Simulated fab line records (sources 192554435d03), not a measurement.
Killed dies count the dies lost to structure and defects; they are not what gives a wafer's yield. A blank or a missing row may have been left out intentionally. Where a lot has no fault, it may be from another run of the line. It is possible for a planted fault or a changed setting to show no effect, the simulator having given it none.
Lot-split experiment :: flow n5_finfet :: 7 lots, 39 wafers read, on a route of 1938 steps

== ON THE SPLIT ==
At N5_WELL_APT_IMPLANT_31, the setting energy_kev was moved away from the recipe's 60 on 12 of the 39 wafers read, by -10.3% to +3.6%. All remaining wafers had this setting at the recipe value.

Reading taken at the split's own step.

== THE READING ==
The simulator's own value implant.drp_nm, read by no gauge, in nm at N5_WELL_APT_IMPLANT_31. The file gives no usual value for it.

wafer: L075.1
tool, chamber at the split: implanter-02, 0
energy_kev as run: 60
against the recipe: recipe
implant.drp_nm, nm: 64.53
against lot-mates on the recipe: -

wafer: L075.2
tool, chamber at the split: implanter-02, 0
energy_kev as run: 60
against the recipe: recipe
implant.drp_nm, nm: 64.53
against lot-mates on the recipe: -

wafer: L075.3
tool, chamber at the split: implanter-02, 0
energy_kev as run: 60
against the recipe: recipe
implant.drp_nm, nm: 64.53
against lot-mates on the recipe: -

wafer: L075.4
tool, chamber at the split: implanter-02, 0
energy_kev as run: 60
against the recipe: recipe
implant.drp_nm, nm: 64.53
against lot-mates on the recipe: -

wafer: L075.5
tool, chamber at the split: implanter-02, 0
energy_kev as run: 60
against the recipe: recipe
implant.drp_nm, nm: 64.53
against lot-mates on the recipe: -

wafer: L075.6
tool, chamber at the split: implanter-02, 0
energy_kev as run: 60
against the recipe: recipe
implant.drp_nm, nm: 64.53
against lot-mates on the recipe: -

wafer: L078.1
tool, chamber at the split: implanter-02, 0
energy_kev as run: 60
against the recipe: recipe
implant.drp_nm, nm: 64.53
against lot-mates on the recipe: -

wafer: L078.2
tool, chamber at the split: implanter-02, 0
energy_kev as run: 60
against the recipe: recipe
implant.drp_nm, nm: 64.53
against lot-mates on the recipe: -

wafer: L078.3
tool, chamber at the split: implanter-02, 0
energy_kev as run: 60
against the recipe: recipe
implant.drp_nm, nm: 64.53
against lot-mates on the recipe: -

wafer: L078.4
tool, chamber at the split: implanter-02, 0
energy_kev as run: 60
against the recipe: recipe
implant.drp_nm, nm: 64.53
against lot-mates on the recipe: -

wafer: L078.5
tool, chamber at the split: implanter-02, 0
energy_kev as run: 60
against the recipe: recipe
implant.drp_nm, nm: 64.53
against lot-mates on the recipe: -

wafer: L078.6
tool, chamber at the split: implanter-02, 0
energy_kev as run: 60
against the recipe: recipe
implant.drp_nm, nm: 64.53
against lot-mates on the recipe: -

wafer: L079.1
tool, chamber at the split: implanter-02, 0
energy_kev as run: 60
against the recipe: recipe
implant.drp_nm, nm: 64.53
against lot-mates on the recipe: -

wafer: L079.2
tool, chamber at the split: implanter-02, 0
energy_kev as run: 60
against the recipe: recipe
implant.drp_nm, nm: 64.53
against lot-mates on the recipe: -

wafer: L079.3
tool, chamber at the split: implanter-02, 0
energy_kev as run: 60
against the recipe: recipe
implant.drp_nm, nm: 64.53
against lot-mates on the recipe: -

wafer: L079.4
tool, chamber at the split: implanter-02, 0
energy_kev as run: 55.98
against the recipe: -6.7%
implant.drp_nm, nm: 62.18
against lot-mates on the recipe: -2.35

wafer: L079.5
tool, chamber at the split: implanter-02, 0
energy_kev as run: 55.98
against the recipe: -6.7%
implant.drp_nm, nm: 62.18
against lot-mates on the recipe: -2.35

wafer: L079.6
tool, chamber at the split: implanter-02, 0
energy_kev as run: 55.98
against the recipe: -6.7%
implant.drp_nm, nm: 62.18
against lot-mates on the recipe: -2.35

wafer: L088.4
tool, chamber at the split: implanter-02, 0
energy_kev as run: 60
against the recipe: recipe
implant.drp_nm, nm: 64.53
against lot-mates on the recipe: -

wafer: L088.5
tool, chamber at the split: implanter-02, 0
energy_kev as run: 60
against the recipe: recipe
implant.drp_nm, nm: 64.53
against lot-mates on the recipe: -

wafer: L088.6
tool, chamber at the split: implanter-02, 0
energy_kev as run: 60
against the recipe: recipe
implant.drp_nm, nm: 64.53
against lot-mates on the recipe: -

wafer: L093.1
tool, chamber at the split: implanter-01, 0
energy_kev as run: 60
against the recipe: recipe
implant.drp_nm, nm: 64.53
against lot-mates on the recipe: -

wafer: L093.3
tool, chamber at the split: implanter-01, 0
energy_kev as run: 60
against the recipe: recipe
implant.drp_nm, nm: 64.53
against lot-mates on the recipe: -

wafer: L093.5
tool, chamber at the split: implanter-01, 0
energy_kev as run: 60
against the recipe: recipe
implant.drp_nm, nm: 64.53
against lot-mates on the recipe: -

wafer: L093.2
tool, chamber at the split: implanter-01, 0
energy_kev as run: 62.18
against the recipe: +3.6%
implant.drp_nm, nm: 65.74
against lot-mates on the recipe: +1.21

wafer: L093.4
tool, chamber at the split: implanter-01, 0
energy_kev as run: 62.18
against the recipe: +3.6%
implant.drp_nm, nm: 65.74
against lot-mates on the recipe: +1.21

wafer: L093.6
tool, chamber at the split: implanter-01, 0
energy_kev as run: 62.18
against the recipe: +3.6%
implant.drp_nm, nm: 65.74
against lot-mates on the recipe: +1.21

wafer: L095.1
tool, chamber at the split: implanter-02, 0
energy_kev as run: 53.81
against the recipe: -10.3%
implant.drp_nm, nm: 60.85
against lot-mates on the recipe: -3.68

wafer: L095.4
tool, chamber at the split: implanter-02, 0
energy_kev as run: 53.81
against the recipe: -10.3%
implant.drp_nm, nm: 60.85
against lot-mates on the recipe: -3.68

wafer: L095.6
tool, chamber at the split: implanter-02, 0
energy_kev as run: 53.81
against the recipe: -10.3%
implant.drp_nm, nm: 60.85
against lot-mates on the recipe: -3.68

wafer: L095.2
tool, chamber at the split: implanter-02, 0
energy_kev as run: 60
against the recipe: recipe
implant.drp_nm, nm: 64.53
against lot-mates on the recipe: -

wafer: L095.3
tool, chamber at the split: implanter-02, 0
energy_kev as run: 60
against the recipe: recipe
implant.drp_nm, nm: 64.53
against lot-mates on the recipe: -

wafer: L095.5
tool, chamber at the split: implanter-02, 0
energy_kev as run: 60
against the recipe: recipe
implant.drp_nm, nm: 64.53
against lot-mates on the recipe: -

wafer: L097.1
tool, chamber at the split: implanter-01, 0
energy_kev as run: 53.92
against the recipe: -10.1%
implant.drp_nm, nm: 60.92
against lot-mates on the recipe: -3.61

wafer: L097.3
tool, chamber at the split: implanter-01, 0
energy_kev as run: 53.92
against the recipe: -10.1%
implant.drp_nm, nm: 60.92
against lot-mates on the recipe: -3.61

wafer: L097.6
tool, chamber at the split: implanter-01, 0
energy_kev as run: 53.92
against the recipe: -10.1%
implant.drp_nm, nm: 60.92
against lot-mates on the recipe: -3.61

wafer: L097.2
tool, chamber at the split: implanter-01, 0
energy_kev as run: 60
against the recipe: recipe
implant.drp_nm, nm: 64.53
against lot-mates on the recipe: -

wafer: L097.4
tool, chamber at the split: implanter-01, 0
energy_kev as run: 60
against the recipe: recipe
implant.drp_nm, nm: 64.53
against lot-mates on the recipe: -

wafer: L097.5
tool, chamber at the split: implanter-01, 0
energy_kev as run: 60
against the recipe: recipe
implant.drp_nm, nm: 64.53
against lot-mates on the recipe: -

THE FIT
A straight line over all 39 wafers: implant.drp_nm changes by +0.354 nm for each +1% of energy_kev; r = +1.00; the points scatter about the line by 0.023 nm.
The same after taking each lot's own level away (the mean of its wafers on the recipe; 39 wafers): +0.354 nm for each +1%; r = +1.00; scatter 0.023 nm.
According to that fit, moving energy_kev by its largest amount changes the reading by 3.6 nm.
The lots' own levels span 64.530 to 64.530 nm.
The two slopes are in agreement: the lot-to-lot level therefore moves the slope only a little.
Check: with one of the wafers moved furthest among these (-10.3%) left out of the fit, the line predicts -3.65 nm for it against its lot-mates. Against them it came out at -3.68 nm.

== THE WHOLE CHAIN: every reading that the file lists as answering this split, in the file's order ==
step: N5_WELL_APT_IMPLANT_31
what it does: 
reading: implant.rp_nm (the simulator's own value, which no gauge read)
change (the file's fit): +1.77 nm for each +1% of the setting
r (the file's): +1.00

step: N5_WELL_APT_IMPLANT_31
what it does: 
reading: implant.drp_nm (the simulator's own value, which no gauge read)
change (the file's fit): +0.354 nm for each +1% of the setting
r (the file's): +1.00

== FILE'S OWN FIT ==
implant.drp_nm changes by +0.354 nm for each +1% of energy_kev, r = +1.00.
